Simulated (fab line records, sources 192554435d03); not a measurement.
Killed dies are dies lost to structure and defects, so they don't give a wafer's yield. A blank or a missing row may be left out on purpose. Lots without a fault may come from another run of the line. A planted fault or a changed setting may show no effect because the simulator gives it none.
fab line records | flow n5_finfet
record lots=5 wafers=12 last_day=15
route steps=1938 shown BEOL_M4@1099 BEOL_M5@1112 BEOL_M6@1257 PASSIVATION@1936
lots that met no fault: from a run of the same line without faults
start_h: hours from the record's first day to the start of the lot's first wafer shown | wait_h: hours since the lot's step before | " the same as in the row above | L1.1+2: a row that stands for several wafers | - no value, or no start given | * or withheld: withheld | < > ~ a bound
route shown NAME@n: a module of which the file shows steps, and the number in the route of the first | usual: mean/standard deviation of fault-free wafers | same: alike in all rows | chamber/n: place in a boat | sites: the reading at each site | _std_site: their standard deviation | _edge_site: outer sites' mean less inner sites' | radius_mm: how far each site lies from the wafer's centre | mask NAME#n: copy n | behind: the tool/chamber that last shaped the wafer | hold: why the lot was held/for how many hours/how that ended | device: the transistor (n, p or np) that didn't switch | end of line: the same wafers' tests at the end of the route | a step without rows: its recipe alone | killed: dies lost to structure and defects at the first sort, not the wafer's yield | map: a wafer's dies, x killed, . not, _ none there
set.NAME: the setting as run; set.NAME@STEP: as run at that earlier step | model.NAME: the simulator's own value behind a step, which no gauge read
lots at some steps of the route; a table a step, a row a wafer
services: from which hour (start_h, from the record's first day; less than 0 if before it) a tool's chamber was out of use, for how many hours, and why
## steps
# step N5_BEOL_M4_ANNEAL_95
# recipe temp_c=400 time_s=240 ambient=vacuum
# step N5_BEOL_M4_SPUTTER_96
# recipe material=Cu target_thk_a=45 temp_c=-20 chamber_pressure_pa=0.07 power_w=withheld time_s=8.29
# step N5_BEOL_M4_ECD_50
# recipe material=Cu target_thk_a=3000
# step N5_BEOL_M4_ANNEAL_51
# recipe temp_c=225 time_s=90 ambient=N2
# step N5_BEOL_M4_CMP_52
# recipe stop_on=SiOC t_overpolish_s=6.8 down_force_psi=1 platen_rpm=50 clearing_platen_down_force_psi=1.5 clearing_platen_rpm=50 post_cmp_clean=cu_alkaline target_thk_nm=40 clearing_platen_pad_velocity_m_s=0.99484 pad_velocity_m_s=0.99484
# step N5_BEOL_M4_PRE_CLEAN_60
# recipe gas=NH3/H2 time_s=15 temp_c=* rf_power_w=300
# step N5_BEOL_M4_CO_CAP_55
# recipe material=Co target_thk_a=20 temp_c=200 precursor=CCTBA/H2 pressure_torr=30 time_s=102.1
# step N5_BEOL_M4_PRE_CLEAN_56
# recipe gas=NH3 time_s=15 temp_c=withheld rf_power_w=300
# step N5_BEOL_M4_DEP_57
# recipe material=SiCN target_thk_a=80 temp_c=withheld precursor=3MS/NH3 pressure_torr=3 rf_w=202 time_s=14
# step N5_BEOL_M4_RC_MEAS_101
# usual DIBL_N=35.8/1.8 DIBL_P=35.9/2.2 IOFF_N=0.16/0.035 IOFF_P=0.21/0.04 ION_N=672/11 ION_P=461/7.4 SS_N=71.4/0.64 SS_P=73.2/0.67 VT_N=250/3.5 VT_P=-251/3.4
# columns lot.wafer tool chamber start_h wait_h DIBL_N[mV/V] DIBL_P[mV/V] IOFF_N[nA/um] IOFF_P[nA/um] ION_N[uA/um] ION_P[uA/um] SS_N[mV/dec] SS_P[mV/dec] VT_N[mV] VT_P[mV]
L749.1 prober-02 0 188.33 0.0 34.7 35.5 0.14 0.21 660 466 71.8 73.4 251 -248
L749.2 " 0 " " 35.2 37.2 0.17 0.23 679 472 71.8 73.9 250 -249
L749.4 " 0 " " 32.8 33.4 0.12 0.17 668 463 70.9 72.6 253 -252
L757.1 prober-02 0 251.04 0.0 39.1 39.8 0.23 0.27 690 472 72.2 73.6 244 -248
L757.5 " 0 " " 33.5 32.6 0.11 0.16 661 454 70.9 72.0 252 -254
L758.2 prober-02 0 256.55 0.2 37.4 38.2 0.18 0.24 683 465 71.2 73.5 249 -246
L758.5 " 0 " " 37.3 36.5 0.17 0.21 670 459 71.1 73.5 251 -250
L759.2 prober-02 0 260.01 0.2 34.5 34.3 0.14 0.20 666 460 70.9 72.6 252 -248
L759.3 " 0 " " 33.4 34.4 0.13 0.21 663 464 70.4 72.6 251 -246
L762.1 prober-01 0 273.36 0.0 35.3 34.5 0.14 0.15 674 447 70.9 72.8 252 -259
L762.4 " 0 " " 35.0 34.2 0.13 0.15 663 447 70.7 72.6 256 -260
L762.5 " 0 " " 33.5 32.8 0.11 0.13 656 444 70.4 73.1 256 -258
# step N5_BEOL_M5_ILD_DEP_00
# recipe material=SiCOH_lowk target_thk_a=1406.4 temp_c=300 precursor=DEMS/porogen pressure_torr=5 rf_w=500 time_s=25.9
# step N5_BEOL_M5_CURE_79
# recipe temp_c=385 time_s=240 ambient=He/Ar material=SiCOH_lowk
# step N5_BEOL_M5_PECVD_70
# recipe material=SiO2 target_thk_a=160 temp_c=400 precursor=TEOS/O2 pressure_torr=5.5 rf_w=450 teos_flow_sccm=53.8 gas=O2 flow_sccm=3000 time_s=18
# step N5_BEOL_M5_HM_DEP_02
# recipe material=TiN target_thk_a=200 temp_c=25 chamber_pressure_pa=0.49996
# step N5_BEOL_M5_COAT_59
# recipe resist=SOC temp_c=250 time_s=60 spin_rpm=1500 resist_thk_nm=60
# step N5_BEOL_M5_COAT_60
# recipe resist=SiARC temp_c=220 time_s=60 spin_rpm=1500 resist_thk_nm=12
# step N5_BEOL_M5_COAT_71
# recipe resist=underlayer temp_c=205 time_s=60 spin_rpm=1500 resist_thk_nm=5
# step N5_BEOL_M5_COAT_05
# recipe resist=CAR-EUV spin_rpm=1500 resist_thk_nm=30
# step N5_BEOL_M5_EBR_07
# recipe solvent=PGMEA ebr_width_mm=1.5
# step N5_BEOL_M5_SOFTBAKE_06
# recipe temp_c=110 time_s=60 resist=CAR-EUV
# step N5_BEOL_M5_EXPOSE_08
# recipe mask_id=M5 na=0.33 source_shape=annular sigma_inner=0.4 sigma_outer=0.8 polarization=unpolarized target_cd_nm=28 dose_mj=35.75
# step N5_BEOL_M5_PEB_09
# recipe peb_temp_c=100 peb_time_s=60 resist=CAR-EUV
# step N5_BEOL_M5_DEVELOP_10
# recipe develop_time_s=30 developer=TMAH resist=CAR-EUV rinse_liquid=surfactant_rinse dry=air_spin dev_temp_c=23
# step N5_BEOL_M5_DESCUM_16
# recipe chemistry=O2 time_s=7 source_power_w=50 bias_power_w=20 pressure_mtorr=20 rf_frequency_hz=2.712e+07 temp_c=40 resist=CAR-EUV o2_flow_sccm=225
# step N5_BEOL_M5_ETCH_72
# recipe chemistry=N2/H2 target=underlayer target_depth_a=65 mask_material=CAR-EUV time_s=5.2 ion_energy_ev=200 pressure_mtorr=30 source_w=840 bias_w=150 n2_flow_sccm=200 h2_flow_sccm=200 ends=cleared
# step N5_BEOL_M5_ETCH_61
# recipe chemistry=CF4 target=SiARC target_depth_a=156 mask_material=CAR-EUV time_s=26 ion_energy_ev=80 pressure_mtorr=40 source_w=545 bias_w=36 Ar_flow_sccm=100 cf4_flow_sccm=100 ends=cleared
# step N5_BEOL_M5_ETCH_62
# recipe chemistry=N2/H2 target=SOC target_depth_a=750 overetch_a=150 mask_material=SiARC temp_c=40 time_s=112.5 ion_energy_ev=200 pressure_mtorr=30 source_w=840 bias_w=150 n2_flow_sccm=200 h2_flow_sccm=200
# step N5_BEOL_M5_STRIP_63
# recipe chemistry=N2/H2 temp_c=40 n2_flow_sccm=200 h2_flow_sccm=200 rf_frequency_hz=6e+07
# step N5_BEOL_M5_STRIP_73
# recipe chemistry=N2/H2 temp_c=40 n2_flow_sccm=200 h2_flow_sccm=200 rf_frequency_hz=6e+07
# step N5_BEOL_M5_STRIP_64
# recipe chemistry=CF4 resist=SiARC power_w=300 bias_power_w=75 pressure_mtorr=50 cf4_flow_sccm=150 rf_frequency_hz=6e+07
# step N5_BEOL_M5_HM_OPEN_17
# recipe chemistry=Cl2/BCl3 target_depth_a=200 overetch_a=60 target=TiN mask_material=SOC ion_energy_ev=150 pressure_mtorr=10 icp_w=1000 bias_w=126 Cl2_flow_sccm=53.25 bcl3_flow_sccm=21.75 Ar_flow_sccm=25
# step N5_BEOL_M5_STRIP_19
# recipe chemistry=O2 power_w=400 temp_c=40 pressure_mtorr=30 rf_frequency_hz=6e+07 bias_power_w=0 overash_fraction=0.2 o2_flow_sccm=225
# step N5_BEOL_M5_COAT_65
# recipe resist=SOC temp_c=250 time_s=60 spin_rpm=1500 resist_thk_nm=60
# step N5_BEOL_M5_COAT_66
# recipe resist=SiARC temp_c=220 time_s=60 spin_rpm=1500 resist_thk_nm=12
# step N5_BEOL_M6_CMP_52
# recipe stop_on=SiCOH_lowk t_overpolish_s=6.9 down_force_psi=1 platen_rpm=50 clearing_platen_down_force_psi=1.5 clearing_platen_rpm=50 post_cmp_clean=cu_alkaline target_thk_nm=80 clearing_platen_pad_velocity_m_s=0.99484 pad_velocity_m_s=0.99484
# usual barrier_field_endpoint_s=28.9/0.85 clearing_platen_rpm=50.002/0.028 head_pressure_psi=1.0000/0.0021 motor_current_A=5.8/0.51 overpolish_run_s=6.900/0.0091 time_to_endpoint_s=63/3.5
# columns lot.wafer tool chamber start_h wait_h barrier_field_endpoint_s clearing_platen_rpm head_pressure_psi motor_current_A overpolish_run_s time_to_endpoint_s
L749.2 cmp-02 3 210.95 0.2 29.3 50.040 1.0012 5.3 6.917 62
L749.1 " 0 " " 28.5 49.990 1.0000 5.4 6.909 63
L749.4 " 1 " " 29.1 49.974 1.0001 5.2 6.895 66
L757.1 cmp-02 3 272.00 0.3 29.5 50.040 0.9995 4.9 6.897 66
L757.5 " 0 " " 46.7 49.981 1.0032 5.8 0.040 81
L758.2 cmp-02 2 277.74 0.3 29.7 49.971 0.9966 5.5 6.896 67
L758.5 " 0 " " 46.8 49.987 1.0001 5.7 0.028 82
L759.2 cmp-02 0 279.74 0.2 29.9 49.948 0.9972 5.7 6.887 67
L759.3 " 1 " " 46.7 49.986 0.9977 5.4 0.035 81
L762.4 cmp-04 1 291.42 0.1 31.1 50.033 1.0031 5.6 6.922 70
L762.1 " 2 " " 29.5 49.984 1.0011 6.2 6.880 67
L762.5 " 1 " " 29.9 50.008 1.0029 5.5 6.892 66
# step N5_BEOL_M6_THK_MEAS_53
# recipe thk_meas_gauge=xrf reads=Cu_of_BEOL_M6_ECD_50
# usual M6_THK=81.0/1.9
# columns lot.wafer tool chamber start_h wait_h M6_THK[nm]
L749.1 film_metro-02 - 211.21 - 83.0
L749.2 " - " " 80.3
L749.4 " - " " 80.9
L757.1 film_metro-01 - 272.29 - 80.8
L757.5 " - " " 199.0
L758.2 film_metro-02 - 277.92 - 82.4
L758.5 " - " " 195.1
L759.2 film_metro-01 - 280.00 - 81.1
L759.3 " - " " 207.4
L762.1 film_metro-01 - 291.72 - 82.8
L762.4 " - " " 81.6
L762.5 " - " " 78.3
# step N5_BEOL_M6_INSPECT_58
# recipe inspect_instrument=darkfield mode=post_dep
# usual raw_defect_count=72/22
# columns lot.wafer tool chamber start_h wait_h raw_defect_count
L749.1 defect_inspect-01 - 211.37 0.0 75
L749.2 " - " " 72
L749.4 " - " " 88
L757.1 defect_inspect-01 - 272.45 0.0 65
L757.5 " - " " 1349
L758.2 defect_inspect-02 - 278.08 0.0 46
L758.5 " - " " 1421
L759.2 defect_inspect-02 - 280.15 0.0 67
L759.3 " - " " 1460
L762.1 defect_inspect-02 - 291.87 0.0 53
L762.4 " - " " 70
L762.5 " - " " 55
# step N5_PASSIVATION_PROBE_49
# usual defect_limited_yield=91.0/1.5 killed_at_M0_to_M3=34/9.1 killed_at_M4_up=14/5.7 killed_at_contacts=13/5.7 killed_at_front_end=42/12 killed_at_other=4/3.4 killed_dies=106/17 killed_on_rim=14/4.3 killed_open=70/13 killed_short=34/7.5 sort_bin_5_function=5.2/0.94 sort_bin_6_memory=3.4/0.69 sort_n_pass=1074/17 sort_yield_pct=91.0/1.5
# same gross_dies=1180 killed_at_back_side=0 sort_bin_4_leakage[%]=0 sort_bin_8_speed[%]=0
# columns lot.wafer tool chamber start_h wait_h defect_limited_yield[%] killed_at_M0_to_M3 killed_at_M4_up killed_at_contacts killed_at_front_end killed_at_other killed_dies killed_on_rim killed_open killed_short sort_bin_5_function[%] sort_bin_6_memory[%] sort_n_pass sort_yield_pct[%]
L757.5 prober-01 - 351.76 0.2 0 20 1111 10 38 1 1180 152 57 26 4.1 2.8 0 0
L758.5 prober-02 - 356.90 0.2 0 37 1062 15 64 2 1180 152 92 35 5.6 5.0 0 0
L759.3 prober-02 - 359.57 0.1 0 19 1114 4 37 6 1180 152 47 30 3.7 2.7 0 0
# killed by level:class
L757.5 BEOL_M6:area_cmp=1096 STI_FIN_REVEAL:geometric_particle:open=9 GATE_CUT:geometric_particle:short=9 MOL_CONTACT_COAG:geometric_particle:open=9 BEOL_M3:geometric_particle:open=7 BEOL_M4:geometric_particle:open=6 BEOL_M2:geometric_particle:open=5 FIN_SAQP:geometric_particle:short=4
L758.5 BEOL_M6:area_cmp=1051 STI_FIN_REVEAL:geometric_particle:open=19 FIN_SAQP:geometric_particle:open=17 MOL_CONTACT_COAG:geometric_particle:open=11 BEOL_M1:geometric_particle:open=11 FIN_SAQP:geometric_particle:short=8 BEOL_M3:geometric_particle:open=7 GATE_CUT:geometric_particle:short=6
L759.3 BEOL_M6:area_cmp=1100 BEOL_M4:geometric_particle:open=7 FIN_SAQP:geometric_particle:short=6 BEOL_M1:geometric_particle:open=5 BEOL_M0_SAQP:geometric_particle:open=5 STI_FIN_REVEAL:geometric_particle:open=4 DUMMY_GATE:geometric_particle:open=4 ILD0:geometric_particle:short=4
# map L757.5 (x killed, . not)
_________________xxxxxxxxxxxx________________
______________xxxxxxxxxxxxxxxxxx_____________
___________xxxxxxxxxxxxxxxxxxxxxxxx__________
__________xxxxxxxxxxxxxxxxxxxxxxxxxx_________
________xxxxxxxxxxxxxxxxxxxxxxxxxxxxxx_______
_______xxxxxxxxxxxxxxxxxxxxxxxxxxxxxxxx______
______xxxxxxxxxxxxxxxxxxxxxxxxxxxxxxxxxx_____
_____xxxxxxxxxxxxxxxxxxxxxxxxxxxxxxxxxxxx____
____xxxxxxxxxxxxxxxxxxxxxxxxxxxxxxxxxxxxxx___
___xxxxxxxxxxxxxxxxxxxxxxxxxxxxxxxxxxxxxxxx__
___xxxxxxxxxxxxxxxxxxxxxxxxxxxxxxxxxxxxxxxx__
__xxxxxxxxxxxxxxxxxxxxxxxxxxxxxxxxxxxxxxxxxx_
__xxxxxxxxxxxxxxxxxxxxxxxxxxxxxxxxxxxxxxxxxx_
_xxxxxxxxxxxxxxxxxxxxxxxxxxxxxxxxxxxxxxxxxxxx
_xxxxxxxxxxxxxxxxxxxxxxxxxxxxxxxxxxxxxxxxxxxx
_xxxxxxxxxxxxxxxxxxxxxxxxxxxxxxxxxxxxxxxxxxxx
_xxxxxxxxxxxxxxxxxxxxxxxxxxxxxxxxxxxxxxxxxxxx
_xxxxxxxxxxxxxxxxxxxxxxxxxxxxxxxxxxxxxxxxxxxx
_xxxxxxxxxxxxxxxxxxxxxxxxxxxxxxxxxxxxxxxxxxxx
_xxxxxxxxxxxxxxxxxxxxxxxxxxxxxxxxxxxxxxxxxxxx
_xxxxxxxxxxxxxxxxxxxxxxxxxxxxxxxxxxxxxxxxxxxx
__xxxxxxxxxxxxxxxxxxxxxxxxxxxxxxxxxxxxxxxxxx_
__xxxxxxxxxxxxxxxxxxxxxxxxxxxxxxxxxxxxxxxxxx_
___xxxxxxxxxxxxxxxxxxxxxxxxxxxxxxxxxxxxxxxx__
___xxxxxxxxxxxxxxxxxxxxxxxxxxxxxxxxxxxxxxxx__
____xxxxxxxxxxxxxxxxxxxxxxxxxxxxxxxxxxxxxx___
_____xxxxxxxxxxxxxxxxxxxxxxxxxxxxxxxxxxxx____
______xxxxxxxxxxxxxxxxxxxxxxxxxxxxxxxxxx_____
_______xxxxxxxxxxxxxxxxxxxxxxxxxxxxxxxx______
________xxxxxxxxxxxxxxxxxxxxxxxxxxxxxx_______
__________xxxxxxxxxxxxxxxxxxxxxxxxxx_________
___________xxxxxxxxxxxxxxxxxxxxxxxx__________
______________xxxxxxxxxxxxxxxxxx_____________
_________________xxxxxxxxxxxx________________
# map L758.5 (x killed, . not)
_________________xxxxxxxxxxxx________________
______________xxxxxxxxxxxxxxxxxx_____________
___________xxxxxxxxxxxxxxxxxxxxxxxx__________
__________xxxxxxxxxxxxxxxxxxxxxxxxxx_________
________xxxxxxxxxxxxxxxxxxxxxxxxxxxxxx_______
_______xxxxxxxxxxxxxxxxxxxxxxxxxxxxxxxx______
______xxxxxxxxxxxxxxxxxxxxxxxxxxxxxxxxxx_____
_____xxxxxxxxxxxxxxxxxxxxxxxxxxxxxxxxxxxx____
____xxxxxxxxxxxxxxxxxxxxxxxxxxxxxxxxxxxxxx___
___xxxxxxxxxxxxxxxxxxxxxxxxxxxxxxxxxxxxxxxx__
___xxxxxxxxxxxxxxxxxxxxxxxxxxxxxxxxxxxxxxxx__
__xxxxxxxxxxxxxxxxxxxxxxxxxxxxxxxxxxxxxxxxxx_
__xxxxxxxxxxxxxxxxxxxxxxxxxxxxxxxxxxxxxxxxxx_
_xxxxxxxxxxxxxxxxxxxxxxxxxxxxxxxxxxxxxxxxxxxx
_xxxxxxxxxxxxxxxxxxxxxxxxxxxxxxxxxxxxxxxxxxxx
_xxxxxxxxxxxxxxxxxxxxxxxxxxxxxxxxxxxxxxxxxxxx
_xxxxxxxxxxxxxxxxxxxxxxxxxxxxxxxxxxxxxxxxxxxx
_xxxxxxxxxxxxxxxxxxxxxxxxxxxxxxxxxxxxxxxxxxxx
_xxxxxxxxxxxxxxxxxxxxxxxxxxxxxxxxxxxxxxxxxxxx
_xxxxxxxxxxxxxxxxxxxxxxxxxxxxxxxxxxxxxxxxxxxx
_xxxxxxxxxxxxxxxxxxxxxxxxxxxxxxxxxxxxxxxxxxxx
__xxxxxxxxxxxxxxxxxxxxxxxxxxxxxxxxxxxxxxxxxx_
__xxxxxxxxxxxxxxxxxxxxxxxxxxxxxxxxxxxxxxxxxx_
___xxxxxxxxxxxxxxxxxxxxxxxxxxxxxxxxxxxxxxxx__
___xxxxxxxxxxxxxxxxxxxxxxxxxxxxxxxxxxxxxxxx__
____xxxxxxxxxxxxxxxxxxxxxxxxxxxxxxxxxxxxxx___
_____xxxxxxxxxxxxxxxxxxxxxxxxxxxxxxxxxxxx____
______xxxxxxxxxxxxxxxxxxxxxxxxxxxxxxxxxx_____
_______xxxxxxxxxxxxxxxxxxxxxxxxxxxxxxxx______
________xxxxxxxxxxxxxxxxxxxxxxxxxxxxxx_______
__________xxxxxxxxxxxxxxxxxxxxxxxxxx_________
___________xxxxxxxxxxxxxxxxxxxxxxxx__________
______________xxxxxxxxxxxxxxxxxx_____________
_________________xxxxxxxxxxxx________________
## services
# columns tool chamber start_h hours kind
cmp-04 - 197.17 5.3 pm
cmp-04 - 219.11 0.3 repair
cmp-02 - 235.24 0.5 repair
cmp-04 - 241.20 14.3 repair
cmp-04 - 255.52 7.6 pm
cmp-02 - 282.73 4.0 pm
cmp-02 - 286.73 - consumable_replace:conditioner
cmp-02 - 286.73 - consumable_replace:pad
## key
first_sign step=N5_BEOL_M6_CMP_52 reading=overpolish_run_s direction=down sigmas=99+ usual=6.900 struck=0.034
effect step=N5_BEOL_M6_CMP_52 reading=barrier_field_endpoint_s direction=up sigmas=21 usual=28.9 struck=46.8
effect step=N5_BEOL_M6_THK_MEAS_53 reading=M6_THK direction=up sigmas=63 usual=81.0 struck=200.5
effect step=N5_BEOL_M6_INSPECT_58 reading=raw_defect_count direction=up sigmas=61 usual=72 struck=1410
effect step=N5_PASSIVATION_PROBE_49 reading=killed_at_M4_up direction=up sigmas=99+ usual=14 struck=1096
more_kills_born_at N5_BEOL_M6_CMP_52@cmp-02=3247
met_at N5_BEOL_M6_CMP_52
struck_wafers L757.5,L758.5,L759.3
later_rows_left_out L757.5,L758.5,L759.3
onset_between 210.95 272.00
fault kind=process_parameter_drift tool=cmp-02 chamber=- onset_h=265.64 steps=N5_BEOL_M6_CMP_52 channel=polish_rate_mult offset=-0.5 shape=step end_h=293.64 scope=struck_wafers_only
# later_rows_left_out: the simulator's readings of these wafers behind a module that went badly wrong aren't trusted and aren't shown, but for the sort
